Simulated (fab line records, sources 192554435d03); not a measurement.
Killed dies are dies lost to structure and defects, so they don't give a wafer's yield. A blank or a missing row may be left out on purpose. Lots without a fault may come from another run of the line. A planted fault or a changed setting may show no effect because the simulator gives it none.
Which tool did it? | flow n5_finfet | 10 lots, 30 wafers sampled, at 5 steps of a route of 1938

WHAT THE GAUGES READ, wafer by wafer
The record holds no reading of a measuring or inspecting step that can be judged against a usual standard deviation.

WHICH TOOL RAN EACH LOT (tool, then ch and the chambers of the sampled wafers, then the start)
lot  | N5_BEOL_M5_SPUTTER_48        | N5_BEOL_M5_SPUTTER_83        | N5_BEOL_M5_ANNEAL_89         | N5_BEOL_M6_PECVD_70             | N5_BEOL_M6_CMP_52
L909 | pvd_sputter-01, day 8 09:03  | pvd_sputter-01, day 8 11:13  | pvd_sputter-01, day 8 12:23  | pecvd-01 ch 0,2, day 8 15:08    | cmp-02 ch 0,1,2, day 8 22:56
L910 | pvd_sputter-01, day 9 00:00  | pvd_sputter-01, day 9 02:10  | pvd_sputter-01, day 9 03:20  | pecvd-03 ch 0,1, day 9 06:05    | cmp-02 ch 1,2,3, day 9 14:25
L912 | pvd_sputter-02, day 9 10:44  | pvd_sputter-02, day 9 14:55  | pvd_sputter-02, day 9 16:05  | pecvd-03 ch 1,2, day 9 18:50    | cmp-02 ch 0,1, day 10 03:43
L913 | pvd_sputter-03, day 9 17:27  | pvd_sputter-03, day 9 19:37  | pvd_sputter-03, day 9 20:47  | pecvd-04 ch 0,1, day 10 00:22   | cmp-04 ch 0,1,3, day 10 08:56
L914 | pvd_sputter-01, day 10 02:18 | pvd_sputter-01, day 10 04:28 | pvd_sputter-01, day 10 05:38 | pecvd-03 ch 1,2, day 10 08:25   | cmp-04 ch 1,2, day 10 18:49
L915 | pvd_sputter-02, day 10 02:38 | pvd_sputter-02, day 10 04:49 | pvd_sputter-02, day 10 05:58 | pecvd-01 ch 0,1,2, day 10 09:22 | cmp-04 ch 0,1,3, day 10 18:28
L916 | pvd_sputter-01, day 10 12:37 | pvd_sputter-01, day 10 14:47 | pvd_sputter-01, day 10 15:57 | pecvd-03 ch 0,2, day 10 18:43   | cmp-03 ch 1,3, day 11 04:22
L924 | pvd_sputter-01, day 13 04:50 | pvd_sputter-01, day 13 07:01 | pvd_sputter-01, day 13 08:11 | pecvd-04 ch 0,2, day 13 10:55   | cmp-04 ch 0,1,2, day 13 15:32
L927 | pvd_sputter-03, day 14 03:16 | pvd_sputter-03, day 14 05:27 | pvd_sputter-03, day 14 06:37 | pecvd-03 ch 0,1, day 14 09:21   | cmp-04 ch 0,2,3, day 14 18:05
L930 | pvd_sputter-02, day 14 09:33 | pvd_sputter-02, day 14 11:43 | pvd_sputter-02, day 14 12:53 | pecvd-01 ch 0,1, day 14 16:10   | cmp-02 ch 0,1,2, day 15 01:04
- N5_BEOL_M5_SPUTTER_48: material Cu, target thk 15 nm, time 27.62 s.
- N5_BEOL_M5_SPUTTER_83: material Cu, target thk 15 nm, time 27.62 s.
- N5_BEOL_M5_ANNEAL_89: time 1800 s.
- N5_BEOL_M6_PECVD_70: deposits SiO2 from TEOS/O2, target thk 20 nm, time 22.7 s.
- N5_BEOL_M6_CMP_52: polishes, stops on SiCOH lowk, t overpolish 6.9 s, target thk 80 nm.

WHAT THE TOOLS THEMSELVES READ (means of the sampled wafers that have a number; where no wafer has one, the mark that the record gives instead)
N5_BEOL_M5_SPUTTER_48. Usual: chuck_sensor_temp_C -16.0 C, standard deviation 0.51; substrate_temp_c -20.01 C, standard deviation 0.096; throttle_valve_pct 30.1 %, standard deviation 0.75.
lot  | tool           | chuck_sensor_temp_C (C) | substrate_temp_c (C) | throttle_valve_pct (%) | flag
L909 | pvd_sputter-01 | -15.6                   | -19.99               | 30.9                   |
L910 | pvd_sputter-01 | -15.8                   | -19.95               | 30.7                   |
L912 | pvd_sputter-02 | -16.1                   | -20.03               | 30.1                   |
L913 | pvd_sputter-03 | -15.9                   | -20.03               | 30.3                   |
L914 | pvd_sputter-01 | -15.7                   | -20.07               | 30.8                   |
L915 | pvd_sputter-02 | -16.0                   | -20.02               | 30.4                   |
L916 | pvd_sputter-01 | -15.6                   | -19.96               | 30.9                   |
L924 | pvd_sputter-01 | -16.0                   | -19.92               | 30.8                   |
L927 | pvd_sputter-03 | -16.3                   | -19.87               | 29.4                   |
L930 | pvd_sputter-02 | -15.9                   | -20.11               | 30.4                   |

N5_BEOL_M5_SPUTTER_83. Usual: chuck_sensor_temp_C -16.0 C, standard deviation 0.52; substrate_temp_c -20.00 C, standard deviation 0.11; throttle_valve_pct 30.1 %, standard deviation 0.76.
lot  | tool           | chuck_sensor_temp_C (C) | substrate_temp_c (C) | throttle_valve_pct (%) | flag
L909 | pvd_sputter-01 | -15.8                   | -19.96               | 30.7                   |
L910 | pvd_sputter-01 | -16.0                   | -19.96               | 30.8                   |
L912 | pvd_sputter-02 | -16.1                   | -19.97               | 30.2                   |
L913 | pvd_sputter-03 | -15.8                   | -19.91               | 30.2                   |
L914 | pvd_sputter-01 | -15.8                   | -19.97               | 30.8                   |
L915 | pvd_sputter-02 | -16.0                   | -20.13               | 30.6                   |
L916 | pvd_sputter-01 | -15.7                   | -19.92               | 31.0                   |
L924 | pvd_sputter-01 | -15.9                   | -19.94               | 30.9                   |
L927 | pvd_sputter-03 | -16.3                   | -20.11               | 29.3                   |
L930 | pvd_sputter-02 | -15.9                   | -20.04               | 30.5                   |

N5_BEOL_M5_ANNEAL_89. Usual: heater_power_w 814 W, standard deviation 85.
lot  | tool           | heater_power_w (W) | flag
L909 | pvd_sputter-01 | 691                |
L910 | pvd_sputter-01 | 761                |
L912 | pvd_sputter-02 | 860                |
L913 | pvd_sputter-03 | 803                |
L914 | pvd_sputter-01 | 743                |
L915 | pvd_sputter-02 | 800                |
L916 | pvd_sputter-01 | 696                |
L924 | pvd_sputter-01 | 743                |
L927 | pvd_sputter-03 | 840                |
L930 | pvd_sputter-02 | 863                |

N5_BEOL_M6_PECVD_70. Usual: heater_power_w 698 W, standard deviation 65; showerhead_plenum_p_Torr 8.76 Torr, standard deviation 0.049; throttle_valve_pct 22.1 %, standard deviation 0.93.
lot  | tool     | heater_power_w (W) | showerhead_plenum_p_Torr (Torr) | throttle_valve_pct (%) | flag
L909 | pecvd-01 | 674                | 8.76                            | 22.4                   |
L910 | pecvd-03 | 702                | 8.71                            | 22.2                   |
L912 | pecvd-03 | 709                | 8.77                            | 21.4                   |
L913 | pecvd-04 | 699                | 8.76                            | 23.0                   |
L914 | pecvd-03 | 717                | 8.76                            | 21.4                   |
L915 | pecvd-01 | 703                | 8.78                            | 22.2                   |
L916 | pecvd-03 | 723                | 8.75                            | 21.6                   |
L924 | pecvd-04 | 702                | 8.79                            | 22.7                   |
L927 | pecvd-03 | 786                | 8.71                            | 22.1                   |
L930 | pecvd-01 | 723                | 8.79                            | 22.4                   |

N5_BEOL_M6_CMP_52. Usual: barrier_field_endpoint_s 29.2 s, standard deviation 0.82; clearing_platen_rpm 50.002 rpm, standard deviation 0.023; motor_current_A 6.0 A, standard deviation 0.48; overpolish_run_s 6.899 s, standard deviation 0.0085; time_to_endpoint_s 64 s, standard deviation 3.5.
lot  | tool   | barrier_field_endpoint_s (s) | clearing_platen_rpm (rpm) | motor_current_A (A) | overpolish_run_s (s) | time_to_endpoint_s (s) | flag
L909 | cmp-02 | 29.0                         | 50.001                    | 5.6                 | 6.896                | 63                     |
L910 | cmp-02 | 28.1                         | 49.984                    | 5.7                 | 6.900                | 59                     |
L912 | cmp-02 | 29.3                         | 49.986                    | 5.4                 | 6.895                | 65                     |
L913 | cmp-04 | 29.0                         | 50.005                    | 5.9                 | 6.897                | 64                     |
L914 | cmp-04 | 46.8                         | 50.002                    | 6.2                 | 0.036                | 66                     | OFF
L915 | cmp-04 | 28.7                         | 50.006                    | 6.0                 | 6.901                | 63                     |
L916 | cmp-03 | 46.9                         | 50.004                    | 5.9                 | 0.039                | 60                     | OFF
L924 | cmp-04 | 30.4                         | 50.018                    | 6.1                 | 6.895                | 69                     |
L927 | cmp-04 | 28.9                         | 50.007                    | 6.2                 | 6.899                | 61                     |
L930 | cmp-02 | 28.5                         | 49.994                    | 5.5                 | 6.898                | 63                     |

THE ANSWER, worked out from the rows above alone
Rule: a lot is off if the mean of its wafers that have a number lies more than 3 standard deviations from the usual mean. A lot without any number at a reading at which 4 lots or more have one is off too. The other lots that the step has rows for count as sound. The gauges are gone through in route order, then the tools' own readings, and for those a lot's mean is taken as printed above. The first step at which some lot is off is used, and at that step the reading that is off furthest; a lot without a number counts as furthest.
Off: L914, L916, at N5_BEOL_M6_CMP_52 (overpolish_run_s).
A tool fits if, at that step or a process step before it, it ran every lot that is off, and no sound lot after the first of them. None of those tried fits.

WHAT THE SIMULATOR HAD PUT IN
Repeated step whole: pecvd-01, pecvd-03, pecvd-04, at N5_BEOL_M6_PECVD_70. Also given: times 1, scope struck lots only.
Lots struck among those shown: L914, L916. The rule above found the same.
